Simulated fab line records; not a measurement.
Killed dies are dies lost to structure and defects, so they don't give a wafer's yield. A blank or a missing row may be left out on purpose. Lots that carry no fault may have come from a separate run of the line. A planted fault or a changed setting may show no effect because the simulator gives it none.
2 desks looking at one fault | flow nand harc | each desk holds nothing but its own numbers, with what lay behind them at the end

== AT THE TOOL OWNER'S DESK: rie diel-10 ==
The tool's own readings at NHARC_A_STAIRCASE_TRIM_20 (chemistry O2, time 211.2 s): means of the sampled wafers that have a number, for each lot that ran on this tool. A lot is out of limits, marked OUT, if its mean lies more than 4 standard deviations from the usual mean; the brackets give that distance.
Columns: A = drypump motor current A at NHARC_A_STAIRCASE_TRIM_20, usual 5.9 A; B = oes product au at NHARC_A_STAIRCASE_TRIM_20, usual 1.001 a.u.; C = rf vpp V at NHARC_A_STAIRCASE_TRIM_20, usual 57.8 V; D = showerhead plenum p Torr at NHARC_A_STAIRCASE_TRIM_20, usual 3.56 Torr; E = throttle valve pct at NHARC_A_STAIRCASE_TRIM_20, usual 17.036 %
lot  | first seen here | A   | B     | C    | D    | E
L671 | day 11 13:54    | 6.2 | 1.003 | 58.5 | 3.69 | 17.040
L676 | day 12 02:19    | 6.1 | 0.993 | 58.5 | 3.57 | 17.042
L675 | day 12 08:38    | 6.3 | 1.008 | 58.0 | 3.52 | 17.031
This desk's finding: nothing out of limits on any of the 3 lots.

== METROLOGY DESK ==
Lot by lot, what the gauges showed, no matter which tool ran the lot: averages of those sampled wafers that carry a number. A lot is out of limits, marked OUT, if its mean lies more than 4 standard deviations from the usual mean; the brackets give that distance.
Columns: A = thk nm at NHARC_A_BONDPAD_THK_MEAS_30, usual 200.2 nm
lot  | first seen here | A
L669 | day 18 16:52    | 201.1
L671 | day 19 04:20    | 200.0
L670 | day 19 05:10    | 201.9
L676 | day 19 21:37    | 200.8
L675 | day 20 10:58    | 199.0
L678 | day 20 22:40    | 198.5
L686 | day 22 04:55    | 198.3
L683 | day 22 09:56    | 201.0
L687 | day 22 11:11    | 199.4
L688 | day 22 15:40    | 201.6
L691 | day 23 01:45    | 201.4
L689 | day 23 08:14    | 198.7
L692 | day 23 15:46    | 202.6
This desk's finding: nothing out of limits on any of the 13 lots.

== PUT TOGETHER ==
The desk of the tool owner found nothing out of limits.
Nothing out of limits was seen by the metrology desk.

== WHAT THE SIMULATOR PUT IN ==
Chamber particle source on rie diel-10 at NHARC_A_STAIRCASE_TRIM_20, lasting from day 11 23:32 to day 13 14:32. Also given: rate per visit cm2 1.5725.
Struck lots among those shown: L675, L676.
